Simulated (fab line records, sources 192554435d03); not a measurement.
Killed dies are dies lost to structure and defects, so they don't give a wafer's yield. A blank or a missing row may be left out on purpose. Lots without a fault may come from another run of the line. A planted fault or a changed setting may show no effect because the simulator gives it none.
A struck lot beside a sound one | flow n5_finfet | 31 steps out of a route of 1938
Sound: wafers L983.4, L983.5, L983.6. Struck: wafers L985.1, L985.2, L985.5. The cause comes at the end.
At each step with rows: each side's tool, then ch and its chambers, then its first start. Under that, the readings that differ: sound wafers | struck wafers | difference of the means | sigmas: that difference in standard deviations of wafers without a fault.
alike: readings whose means differ by less than 2 such deviations, and words and numbers that are the same on both sides. not compared: withheld readings, readings that some wafer has no value for, bounds like >300 that may hide the same value, and numbers for which the record gives no deviation and whose values overlap.
The two part at a step that has a row with sigmas, a row that says differs or no value, or rows on one side only. Numbers that don't overlap but have no deviation are shown without sigmas and don't part them. A reading that every wafer of one side lacks parts them only if that side has two wafers or more.

first, 5 steps without rows for these wafers: N5_MIM_BOT_LITHO_SOFTBAKE_03 (time 90 s); N5_MIM_BOT_LITHO_EXPOSE_05 (exposes mask MIM BOT); N5_MIM_BOT_LITHO_PEB_06; N5_MIM_BOT_LITHO_DEVELOP_07 (develop time 60 s); N5_MIM_BOT_LITHO_HARDBAKE_09 (time 120 s).
N5_MIM_BOT_LITHO_CD_MEAS_08: target cd 3000 nm.
  sound on cd_sem-02 ch 0, day 13 16:19; struck on cd_sem-01 ch 0, day 15 09:31
  alike: cd_nm
N5_MIM_BOT_LITHO_OVL_MEAS_11:
  sound on overlay-01 ch 0, day 13 16:20; struck on overlay-02 ch 0, day 15 09:32
  alike: MIM_BOT_OVL
N5_MIM_BOT_LITHO_INSPECT_12: inspects for defects (macro).
  sound on defect_inspect-01, day 13 16:22; struck on defect_inspect-02, day 15 09:34
  alike: raw_defect_count
N5_MIM_BOT_LITHO_DESCUM_10: chemistry O2, time 7.9 s.
  sound on rie_diel-02 ch 0,2,3, day 13 16:23; struck on rie_diel-02 ch 1,3, day 15 09:53
  alike: drypump_motor_current_A, oes_product_au, rf_vpp_V, showerhead_plenum_p_Torr, throttle_valve_pct
  not compared: rf_hours_counter_h
N5_MIM_BOT_ETCH_ETCH_04: etches SiNx in CF4/O2, target depth 26 nm, time 13 s.
  sound on rie_diel-02 ch 0,2,3, day 13 16:28; struck on rie_diel-02 ch 1,3, day 15 09:58
  alike: bias_w, cf4_flow_sccm, drypump_motor_current_A, mfc_ar_sccm, oes_ar_750_au, oes_product_au, rf_vpp_V, showerhead_plenum_p_Torr, throttle_valve_pct
  not compared: rf_hours_counter_h
then, 1 step without rows for these wafers: N5_MIM_BOT_ETCH_ETCH_03 (etches the open film in Cl2/BCl3, target depth 12 nm).
N5_MIM_BOT_ETCH_ETCH_00: etches TiN in Cl2/BCl3, target depth 45.5 nm.
  sound on rie_metal-03 ch 1, day 13 16:51; struck on rie_metal-03 ch 1, day 15 10:14
  alike: bias_w, drypump_motor_current_A, mfc_ar_sccm, oes_ar_750_au, oes_product_au, throttle_valve_pct
  not compared: rf_hours_counter_h
N5_MIM_BOT_ETCH_STRIP_01: strips in O2.
  sound on rie_diel-01 ch 1,2,3, day 13 17:16; struck on rie_diel-06 ch 1,2, day 15 10:33
  no value came back on the struck wafers for any of 8 readings (bias_power_w (W), chamber_pressure_mTorr (mTorr) and others); on the sound wafers bias_power_w (W) reads 0 0 0
  not compared: rf_hours_counter_h, model.coat_of_MIM_BOT_LITHO_COAT_02.thk_nm
then, 3 steps without rows for these wafers: N5_MIM_BOT_ETCH_STRIP_02 (strips in post etch residue remover, time 1200 s); N5_MIM_BOT_ETCH_CLEAN_05 (cleans in IPA, time 180 s); N5_MIM_BOT_ETCH_SRD_06 (time 30 s).
N5_PASSIVATION_PECVD_55: deposits SiO2 from SiH4/N2O, target thk 400 nm, time 22.5 s.
  sound on pecvd-02 ch 0,1,2, day 13 17:46; struck on pecvd-04 ch 0,2, day 15 11:09
  alike: heater_power_w, showerhead_plenum_p_Torr, throttle_valve_pct
N5_PASSIVATION_PECVD_01: deposits SiNx from SiH4/NH3/N2, target thk 200 nm, time 43.2 s.
  sound on pecvd-02 ch 0,1,2, day 13 17:48; struck on pecvd-04 ch 0,2, day 15 11:11
  alike: heater_power_w, showerhead_plenum_p_Torr, throttle_valve_pct
then, 8 steps without rows for these wafers: N5_PASSIVATION_HMDS_03 (time 60 s); N5_PASSIVATION_COAT_04; N5_PASSIVATION_EBR_06; N5_PASSIVATION_SOFTBAKE_05 (time 90 s); N5_PASSIVATION_EXPOSE_07 (exposes mask TV, defocus 0 nm, target cd 3000 nm); N5_PASSIVATION_PEB_08; N5_PASSIVATION_DEVELOP_09 (develop time 60 s); N5_PASSIVATION_HARDBAKE_11 (time 120 s).
N5_PASSIVATION_CD_MEAS_10: target cd 3000 nm.
  sound on cd_sem-02 ch 0, day 13 21:19; struck on cd_sem-03 ch 0, day 15 12:59
  alike: cd_nm
N5_PASSIVATION_OVL_MEAS_60:
  sound on overlay-02 ch 0, day 13 21:21; struck on overlay-02 ch 0, day 15 13:01
  alike: TV_OVL
N5_PASSIVATION_INSPECT_61: inspects for defects (macro).
  sound on defect_inspect-02, day 13 21:22; struck on defect_inspect-02, day 15 13:02
  reading          | sound | struck   | difference | sigmas
  raw_defect_count | 3 3 2 | 60 43 65 | +53        | +41
then, 1 step without rows for these wafers: N5_PASSIVATION_DESCUM_12 (chemistry O2, time 7.9 s).
N5_PASSIVATION_PROBE_49:
  the record has rows for the struck wafers here (prober-02, day 15 20:30) and none for the sound ones

WHERE THEY PART
First at N5_MIM_BOT_ETCH_STRIP_01; last, within this record, at N5_PASSIVATION_PROBE_49.

WHY: what the simulator had put in
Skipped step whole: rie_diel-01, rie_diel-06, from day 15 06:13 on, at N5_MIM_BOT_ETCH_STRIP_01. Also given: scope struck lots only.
